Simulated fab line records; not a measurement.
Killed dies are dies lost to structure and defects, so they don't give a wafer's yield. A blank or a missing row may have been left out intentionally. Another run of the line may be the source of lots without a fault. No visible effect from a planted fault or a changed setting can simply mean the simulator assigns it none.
Matching of chambers    flow n5Finfet    rieDiel-04 running N5_FIN_CUT_STRIP_24: 4 sister chambers
The step strips in CF4. 4 wafers are shown with their chamber, then 8 later ones without.

WAFERS PAIRED WITH THEIR CHAMBERS
wafer   chamber  throttleValvePct (%)
L085.3  2        13.43
L089.3  1        13.42
L089.4  3        14.04
L091.3  0        13.90

WAFERS WHOSE CHAMBER IS MISSING
wafer   throttleValvePct (%)
L091.4  14.03
L091.5  14.02
L093.3  13.46
L093.5  14.03
L093.6  13.46
L095.1  13.47
L095.2  13.92
L095.3  14.05

WHICH CHAMBER EACH WENT THROUGH
wafer   from the rows above      in truth
L091.4  3                        3
L091.5  3                        3
L093.3  can't be placed: 2 or 1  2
L093.5  3                        3
L093.6  can't be placed: 2 or 1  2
L095.1  can't be placed: 2 or 1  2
L095.2  0                        0
L095.3  3                        3
Correct placement for 5 of the 8. These rows do not allow placing 3 (true chamber among the candidates in 3). Placed wrongly: 0.
How it was worked out, from the rows above alone: a wafer's distance from a chamber is the root of the sum, over the readings, of the square of ((its reading less the chamber's mean) divided by the reading's scatter). If the next closest chamber is less than 2 further off than the closest, the wafer can't be placed; otherwise it belongs to the closest. A chamber's mean is the mean of its shown wafers. The scatter: with one shown wafer a chamber, the root of the mean of the squares of how far each hidden wafer lies from its nearest shown one.
